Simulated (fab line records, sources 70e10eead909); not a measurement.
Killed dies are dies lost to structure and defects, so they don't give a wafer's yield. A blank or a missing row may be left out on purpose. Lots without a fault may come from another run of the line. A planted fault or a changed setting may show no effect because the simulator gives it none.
Chamber matching | flow nand_harc | NHARC_A_STAIRCASE_DEP_301 on pecvd-02: 3 sister chambers
The step deposits SiON, target thk 30 nm. 14 wafers are shown with their chamber, then 7 later ones without.

WAFERS WITH THEIR CHAMBER
wafer  | chamber | heater_power_w (W) | rf_fwd_power_W (W) | susceptor_temp_C (C)
L727.2 | 2       | 797                | 348.5              | 400.17
L727.5 | 2       | 781                | 349.0              | 400.19
L727.6 | 0       | 697                | 348.5              | 399.70
L734.1 | 1       | 706                | 349.0              | 400.13
L734.4 | 1       | 727                | 347.9              | 400.45
L734.6 | 2       | 784                | 350.4              | 399.78
L736.1 | 2       | 762                | 349.8              | 400.30
L736.2 | 1       | 785                | 348.2              | 399.92
L736.6 | 0       | 668                | 351.5              | 400.46
L740.1 | 2       | 770                | 348.5              | 399.80
L740.3 | 0       | 718                | 347.4              | 399.83
L740.4 | 1       | 778                | 349.3              | 399.69
L747.2 | 2       | 761                | 347.6              | 399.82
L747.3 | 0       | 702                | 348.0              | 400.01

SIGNATURES (means of the wafers above)
reading          | chamber 0 | chamber 1 | chamber 2 | scatter within a chamber
heater_power_w   | 696.25    | 749.00    | 775.83    | 24.8
rf_fwd_power_W   | 348.850   | 348.600   | 348.967   | 1.22
susceptor_temp_C | 400.0000  | 400.0475  | 400.0100  | 0.289
Rule: a wafer's distance from a chamber is the root of the sum, over the readings, of the square of ((its reading less the chamber's mean) divided by the reading's scatter). The wafer belongs to the nearest chamber; if the next one is less than 2 further off, it can't be placed. The scatter: the root of (the sum of the squares of (reading less its chamber's mean) over the shown wafers, divided by (wafers less chambers)).

WAFERS WITHOUT THEIR CHAMBER
wafer  | heater_power_w (W) | rf_fwd_power_W (W) | susceptor_temp_C (C)
L747.4 | 776                | 347.4              | 400.26
L746.4 | 650                | 348.5              | 399.89
L746.5 | 739                | 348.6              | 399.88
L746.6 | 724                | 347.2              | 400.00
L749.3 | 744                | 349.9              | 399.96
L749.4 | 764                | 348.5              | 400.20
L749.5 | 736                | 349.9              | 400.13

WHICH CHAMBER EACH WENT THROUGH
wafer  | from the rows above          | in truth
L747.4 | can't be placed: 2 or 1 or 0 | 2
L746.4 | 0                            | 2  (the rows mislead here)
L746.5 | can't be placed: 1 or 2 or 0 | 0
L746.6 | can't be placed: 1 or 0 or 2 | 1
L749.3 | can't be placed: 1 or 2 or 0 | 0
L749.4 | can't be placed: 1 or 2      | 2
L749.5 | can't be placed: 1 or 2 or 0 | 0
Placed correctly: 0 of 7. Can't be placed from these rows: 6 (the true chamber is among the candidates in 6). Placed wrongly: 1.
